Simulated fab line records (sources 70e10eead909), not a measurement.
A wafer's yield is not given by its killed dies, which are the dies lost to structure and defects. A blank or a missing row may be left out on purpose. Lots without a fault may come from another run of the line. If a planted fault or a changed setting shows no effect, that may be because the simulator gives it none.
Code-filled problem report in 8D (eight disciplines) form :: flow nand-harc :: the parts of the form that need people (team, actions taken, sign-off) are left out

## 1. THE PROBLEM
At NHARC_END_SORT_01, killed-at-periphery averages 383.7 over 3 wafers from 2 lots, while fault-free wafers read 3.8, standard deviation 2.5. That is +99 or more standard deviations from the usual mean.
First seen on wafer L795.3, day 31 00:41, on prober-01. At this step, 6 wafers from 2 lots have a number in the record. By rule, "out" or "out of limits" means more than 4 standard deviations away from the usual mean. Any other wafer with a number is counted as sound.

## 2. WHAT IT IS; WHAT IT IS NOT
question: which readings at this step
is: killed-at-periphery, defect-limited-yield, killed-dies
is not: killed-at-array, killed-at-other, killed-short

question: which lots
is: L795, L798
is not: -

question: which wafers of those lots
is: L795.3, L795.6, L798.1
is not: L795.5, L798.2, L798.5

question: read on which gauges
is: prober-01, prober-02
is not: -

question: when
is: from day 31 00:41
is not: up to then (0 sound wafers); but 3 sound wafers of L795, L798 came after

## 3. SUSPECTS, AND WHAT RULES EACH OUT
Counting: if a tool at a process step up to the reading ran every lot that is out, it stays a suspect. Sound lots after the first of them don't rule it out here, since some wafers of a struck lot are sound.
- ruled out: the gauge at NHARC_END_SORT_01. The wafers that are out were read on 2 gauges (prober-01, prober-02).
- ecd-cu-01 at NHARC_P_M1_ECD_22 (material Cu, target thk 400 nm): kept. It ran every lot that is out, first L795 (day 13 08:39).
- rie-diel-09 at NHARC_A_BONDPAD_DESCUM_11 (chemistry O2, time 3 s): kept. It ran every lot that is out, first L795 (day 29 11:41).
The count leaves rie-diel-09 at NHARC_A_BONDPAD_DESCUM_11 and ecd-cu-01 at NHARC_P_M1_ECD_22.

## 4. THE CAUSE (what the simulator had put in)
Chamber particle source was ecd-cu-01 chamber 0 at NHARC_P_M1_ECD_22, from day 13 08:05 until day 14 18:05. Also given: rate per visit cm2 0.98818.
Counting leaves 2 suspects; this tool is one of them.

## 5. SEQUENCE OF EFFECTS, ordered by route
Each row: a reading whose mean over the struck wafers that have a number lies more than 3 standard deviations from the usual. Only readings for which the record gives a usual standard deviation are gone through. hours: the time from each lot's start at the first step in this table that gives one to its start at this step, as a median over the lots. sigmas: the change in usual standard deviations.
hours: 0
step: NHARC_END_SORT_01
reading: defect-limited-yield
usual: 91.2 %
on struck wafers: 38.0
change: -53.2
sigmas: -20

hours: 0
step: NHARC_END_SORT_01
reading: killed-at-periphery
usual: 3.8
on struck wafers: 383.7
change: +379.9
sigmas: +99 or more

hours: 0
step: NHARC_END_SORT_01
reading: killed-dies
usual: 60
on struck wafers: 420
change: +360
sigmas: +20

## 6. WHAT WOULD HAVE CAUGHT IT SOONER
In this record the first reading out of limits at a measuring or inspecting step was taken at day 31 00:41, 425 hours after the fault began at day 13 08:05.
Lots out: 2; all had begun NHARC_P_M1_ECD_22 on ecd-cu-01 by day 31 00:41. A hold on the tool at that time would have spared none of them.
